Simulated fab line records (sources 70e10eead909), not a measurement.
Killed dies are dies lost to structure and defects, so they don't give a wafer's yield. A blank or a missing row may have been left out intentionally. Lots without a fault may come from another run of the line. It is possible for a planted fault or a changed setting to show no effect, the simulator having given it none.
Which tool did it? | flow nand harc | Sampling: 23 lots, 69 wafers, 4 of 1159 route steps

## WHAT THE GAUGES SHOWED, per wafer
NHARC_P_GATE_OVL_MEAS_27. Usual: overlay x nm 0.1 nm, standard deviation 0.64; overlay y nm -0.3 nm, standard deviation 0.78.
lot  | measured     | on         | overlay x nm (nm) | overlay y nm (nm) | flag
L074 | day 4 06:21  | overlay-01 | 0.1 0.1 0.1       | 1.1 1.0 0.8       |
L075 | day 5 01:32  | overlay-02 | 1.5 0.7 1.2       | 0.3 0.4 -0.1      |
L076 | day 5 01:41  | overlay-02 | 0.2 0.5 0.4       | -0.3 0.0 -0.3     |
L077 | day 5 10:03  | overlay-01 | 0.3 -0.2 -0.1     | -1.7 -1.6 -1.1    |
L078 | day 5 15:54  | overlay-01 | -0.3 -1.0 -0.5    | -0.4 -1.2 -1.0    |
L079 | day 5 23:04  | overlay-01 | -0.7 -0.2 0.1     | 0.4 1.0 0.7       |
L080 | day 6 10:07  | overlay-01 | 0.6 0.4 0.2       | 0.3 1.1 0.5       |
L081 | day 6 12:25  | overlay-01 | -0.7 -0.1 -0.4    | 0.6 1.1 0.6       |
L082 | day 6 11:45  | overlay-02 | -0.4 -0.1 -0.2    | -0.1 0.1 -0.3     |
L083 | day 7 00:28  | overlay-01 | -0.9 -0.9 -0.9    | -0.6 -0.4 -0.9    |
L084 | day 6 23:48  | overlay-01 | 0.6 0.5 -0.1      | -0.1 0.0 -0.4     |
L085 | day 8 00:58  | overlay-01 | 0.7 -0.1 0.5      | 0.3 0.7 0.6       |
L086 | day 8 02:14  | overlay-01 | 0.2 0.4 0.2       | -0.6 -0.7 -0.5    |
L087 | day 8 02:24  | overlay-01 | -0.2 0.0 0.3      | -0.6 -0.6 -1.2    |
L088 | day 8 01:37  | overlay-01 | 0.5 1.1 -0.3      | -0.4 -0.9 -0.9    |
L089 | day 8 15:16  | overlay-01 | -0.5 -0.3 -0.7    | -0.5 -0.3 -0.5    |
L090 | day 8 14:28  | overlay-01 | 0.1 -0.1 -0.5     | 0.5 0.9 0.1       |
L091 | day 9 00:11  | overlay-02 | -0.9 -1.1 -1.0    | -1.2 -1.2 -1.1    |
L093 | day 9 15:44  | overlay-02 | 0.9 1.0 0.9       | -0.2 -0.4 -0.4    |
L094 | day 9 15:14  | overlay-02 | 0.0 -0.1 -0.3     | 0.3 -0.1 0.1      |
L095 | day 10 01:28 | overlay-01 | 1.6 2.0 2.0       | -0.9 -1.5 -1.4    |
L096 | day 10 04:16 | overlay-01 | 0.5 0.0 0.4       | -0.5 -0.2 -0.2    |
L097 | day 10 20:50 | overlay-02 | 0.4 0.6 0.7       | -0.8 -1.2 -0.5    |

NHARC_P_M0_CD_MEAS_16. Usual: cd nm reads 89.7 nm (standard deviation 0.74).
lot  | measured     | on        | cd nm (nm)     | flag
L074 | day 5 10:35  | cd sem-01 | 89.6 88.9 89.6 |
L075 | day 6 08:15  | cd sem-01 | 89.0 89.1 89.9 |
L076 | day 6 09:38  | cd sem-03 | 89.7 90.2 89.9 |
L077 | day 6 12:24  | cd sem-02 | 90.0 88.5 89.1 |
L078 | day 6 17:38  | cd sem-02 | 89.0 89.5 90.5 |
L079 | day 7 01:17  | cd sem-03 | 90.2 89.9 89.7 |
L080 | day 7 15:15  | cd sem-01 | 89.7 89.7 89.3 |
L081 | day 7 16:12  | cd sem-02 | 88.1 88.3 88.7 |
L082 | day 7 15:49  | cd sem-02 | 90.0 90.3 88.9 |
L083 | day 8 01:57  | cd sem-03 | 89.8 89.9 90.0 |
L084 | day 8 01:20  | cd sem-03 | 89.2 90.4 89.7 |
L085 | day 9 03:16  | cd sem-01 | 89.8 88.7 90.0 |
L086 | day 9 04:40  | cd sem-02 | 90.7 90.2 91.7 |
L087 | day 9 17:53  | cd sem-03 | 89.5 88.8 88.6 |
L088 | day 9 03:55  | cd sem-01 | 89.5 90.0 91.1 |
L089 | day 10 04:46 | cd sem-03 | 89.1 88.8 88.8 |
L090 | day 10 01:30 | cd sem-03 | 89.6 89.7 88.2 |
L091 | day 10 05:26 | cd sem-03 | 90.4 89.9 89.6 |
L093 | day 10 22:19 | cd sem-02 | 89.0 88.5 89.5 |
L094 | day 10 17:38 | cd sem-02 | 90.1 90.3 90.1 |
L095 | day 11 03:11 | cd sem-03 | 90.1 89.8 90.0 |
L096 | day 11 05:11 | cd sem-02 | 89.6 90.6 90.1 |
L097 | day 11 22:04 | cd sem-01 | 88.7 88.1 88.6 |

## WHAT TOOL EACH LOT RAN ON (gives the tool, then ch and the chambers of the sampled wafers, and finally the start)
lot  | NHARC_P_ZERO_WELL_ETCH_65         | NHARC_P_GATE_STRIP_75
L074 | rie diel-01 ch 1,2, day 1 13:30   | plasma asher-01 ch 0,1, day 4 19:16
L075 | rie diel-10 ch 0,2,3, day 1 19:25 | plasma asher-01 ch 0,1, day 5 14:30
L076 | rie diel-01 ch 0,1,2, day 2 01:33 | plasma asher-02 ch 0,1, day 5 14:36
L077 | rie diel-01 ch 1,2,3, day 2 07:22 | plasma asher-02 ch 0,1, day 5 22:58
L078 | rie diel-02 ch 0,2, day 2 13:29   | plasma asher-01 ch 0,1, day 6 05:08
L079 | rie diel-10 ch 1,2, day 2 19:35   | plasma asher-01 ch 0,1, day 6 13:19
L080 | rie diel-10 ch 1,2,3, day 3 01:30 | plasma asher-02 ch 0,1, day 6 22:59
L081 | rie diel-01 ch 0,1,3, day 3 07:29 | plasma asher-02 ch 0,1, day 7 01:19
L082 | rie diel-02 ch 0,1, day 3 13:25   | plasma asher-01 ch 0,1, day 7 00:29
L083 | rie diel-02 ch 0,3, day 3 19:39   | plasma asher-01 ch 0,1, day 7 13:18
L084 | rie diel-01 ch 0,2,3, day 4 01:26 | plasma asher-01 ch 0,1, day 7 12:37
L085 | rie diel-10 ch 1,2, day 4 07:33   | plasma asher-01 ch 0,1, day 8 13:59
L086 | rie diel-02 ch 0,1,3, day 4 13:29 | plasma asher-01 ch 0, day 8 15:13
L087 | rie diel-02 ch 1,2,3, day 4 19:31 | plasma asher-01 ch 0,1, day 8 22:19
L088 | rie diel-02 ch 2,3, day 5 01:33   | plasma asher-02 ch 0,1, day 8 14:56
L089 | rie diel-02 ch 0,3, day 5 07:29   | plasma asher-01 ch 1, day 9 04:15
L090 | rie diel-10 ch 1,2,3, day 5 13:34 | plasma asher-02 ch 0,1, day 9 03:16
L091 | rie diel-01 ch 0,2, day 5 19:31   | plasma asher-02 ch 0,1, day 9 13:08
L093 | rie diel-10 ch 0,3, day 6 07:30   | plasma asher-02 ch 0,1, day 10 07:09
L094 | rie diel-01 ch 0,3, day 6 13:22   | plasma asher-02 ch 0,1, day 10 05:35
L095 | rie diel-02 ch 1,3, day 6 19:29   | plasma asher-01 ch 0,1, day 10 14:22
L096 | rie diel-10 ch 1,2, day 7 01:22   | plasma asher-01 ch 0,1, day 10 17:07
L097 | rie diel-01 ch 2,3, day 7 07:29   | plasma asher-01 ch 0,1, day 11 09:32
- NHARC_P_ZERO_WELL_ETCH_65: etches the open film in N2/H2, target depth 80 nm, overetch 24 nm, time 87.88 s.
- NHARC_P_GATE_STRIP_75: strips in O2.

## WHAT THE TOOLS THEMSELVES READ (means of the sampled wafers that have a number; where no wafer has one, the mark that the record gives instead)
NHARC_P_ZERO_WELL_ETCH_65. Usual: chamber pressure mTorr is 30.003 mTorr with standard deviation 0.03, drypump motor current A is 5.8 A with standard deviation 0.41, n2 flow sccm is 150.0 sccm with standard deviation 0.53, oes product au is 1.001 a.u. with standard deviation 0.0081, rf vpp V is 431.2 V with standard deviation 2.5, showerhead plenum p Torr is 2.06 Torr with standard deviation 0.084, and throttle valve pct is 14.171 % with standard deviation 0.0094.
lot  | tool        | chamber pressure mTorr (mTorr) | drypump motor current A (A) | n2 flow sccm (sccm) | oes product au (a.u.) | rf vpp V (V) | showerhead plenum p Torr (Torr) | throttle valve pct (%) | flag
L074 | rie diel-01 | 29.993                         | 5.5                         | 149.7               | 1.009                 | 430.4        | 2.04                            | 14.174                 |
L075 | rie diel-10 | 30.023                         | 6.4                         | 150.1               | 0.992                 | 430.1        | 2.04                            | 14.177                 |
L076 | rie diel-01 | 29.977                         | 5.7                         | 149.9               | 1.011                 | 429.7        | 2.02                            | 14.169                 |
L077 | rie diel-01 | 30.005                         | 5.5                         | 150.3               | 0.997                 | 430.6        | 2.04                            | 14.176                 |
L078 | rie diel-02 | 29.982                         | 6.0                         | 149.9               | 1.012                 | 431.2        | 2.07                            | 14.176                 |
L079 | rie diel-10 | 30.001                         | 6.0                         | 150.6               | 0.995                 | 429.6        | 2.02                            | 14.171                 |
L080 | rie diel-10 | 29.988                         | 6.1                         | 149.8               | 1.002                 | 430.0        | 2.01                            | 14.162                 |
L081 | rie diel-01 | 30.031                         | 5.7                         | 149.9               | 1.007                 | 429.9        | 2.02                            | 14.175                 |
L082 | rie diel-02 | 29.984                         | 5.9                         | 149.2               | 1.000                 | 431.4        | 2.06                            | 14.162                 |
L083 | rie diel-02 | 30.013                         | 5.9                         | 150.2               | 0.994                 | 429.2        | 2.00                            | 14.167                 |
L084 | rie diel-01 | 29.982                         | 5.9                         | 150.1               | 1.009                 | 432.3        | 2.09                            | 14.181                 |
L085 | rie diel-10 | 30.008                         | 6.0                         | 149.8               | 0.999                 | 429.4        | 2.02                            | 14.178                 |
L086 | rie diel-02 | 30.022                         | 5.7                         | 150.0               | 1.000                 | 431.7        | 2.06                            | 14.177                 |
L087 | rie diel-02 | 29.995                         | 5.6                         | 149.8               | 0.987                 | 433.5        | 2.13                            | 14.174                 |
L088 | rie diel-02 | 30.035                         | 5.7                         | 149.9               | 1.003                 | 433.9        | 2.13                            | 14.170                 |
L089 | rie diel-02 | 30.037                         | 5.8                         | 150.0               | 1.001                 | 429.9        | 2.00                            | 14.169                 |
L090 | rie diel-10 | 30.017                         | 6.1                         | 150.2               | 1.000                 | 429.5        | 2.00                            | 14.180                 |
L091 | rie diel-01 | 30.026                         | 5.9                         | 150.7               | 1.002                 | 432.3        | 2.08                            | 14.169                 |
L093 | rie diel-10 | 29.974                         | 6.4                         | 149.4               | 0.999                 | 431.0        | 2.02                            | 14.159                 |
L094 | rie diel-01 | 29.988                         | 6.0                         | 150.5               | 1.000                 | 430.7        | 2.06                            | 14.170                 |
L095 | rie diel-02 | 30.022                         | 5.5                         | 149.5               | 0.998                 | 432.5        | 2.13                            | 14.170                 |
L096 | rie diel-10 | 30.025                         | 6.0                         | 150.3               | 1.008                 | 430.3        | 2.01                            | 14.171                 |
L097 | rie diel-01 | 29.989                         | 5.6                         | 149.5               | 0.997                 | 432.9        | 2.10                            | 14.168                 |

NHARC_P_GATE_STRIP_75. Usual: drypump motor current A 5.7 A, standard deviation 0.41; heater power w 342 W, standard deviation 23.
lot  | tool            | drypump motor current A (A) | heater power w (W) | flag
L074 | plasma asher-01 | 5.7                         | 327                |
L075 | plasma asher-01 | 5.7                         | 323                |
L076 | plasma asher-02 | 5.7                         | 368                |
L077 | plasma asher-02 | 5.6                         | 372                |
L078 | plasma asher-01 | 5.6                         | 324                |
L079 | plasma asher-01 | 5.6                         | 328                |
L080 | plasma asher-02 | 6.1                         | 369                |
L081 | plasma asher-02 | 5.6                         | 369                |
L082 | plasma asher-01 | 5.7                         | 325                |
L083 | plasma asher-01 | 5.7                         | 328                |
L084 | plasma asher-01 | 5.7                         | 324                |
L085 | plasma asher-01 | 5.6                         | 323                |
L086 | plasma asher-01 | 5.7                         | 325                |
L087 | plasma asher-01 | 5.6                         | 320                |
L088 | plasma asher-02 | 5.6                         | 374                |
L089 | plasma asher-01 | 5.6                         | 327                |
L090 | plasma asher-02 | 5.6                         | 374                |
L091 | plasma asher-02 | 6.1                         | 378                |
L093 | plasma asher-02 | 6.1                         | 375                |
L094 | plasma asher-02 | 6.1                         | 367                |
L095 | plasma asher-01 | 5.7                         | 325                |
L096 | plasma asher-01 | 5.7                         | 325                |
L097 | plasma asher-01 | 5.7                         | 328                |

## THE ANSWER, worked out from the rows above alone
Rule: a lot is off if the mean of its wafers that have a number lies more than 3 standard deviations from the usual mean. Also off: a lot with no number at a reading for which 4 or more lots have one. Where the step has rows for the other lots, those lots are counted as sound. After the gauges, taken in route order, come the tools' own readings; for these a lot's mean is taken, as printed above. At the first step where some lot is off, the reading lying furthest off is the one used; lots without a number count as furthest.
No lot is off at any reading shown: from this, nothing can be told.

## WHAT WAS PUT IN BY THE SIMULATOR
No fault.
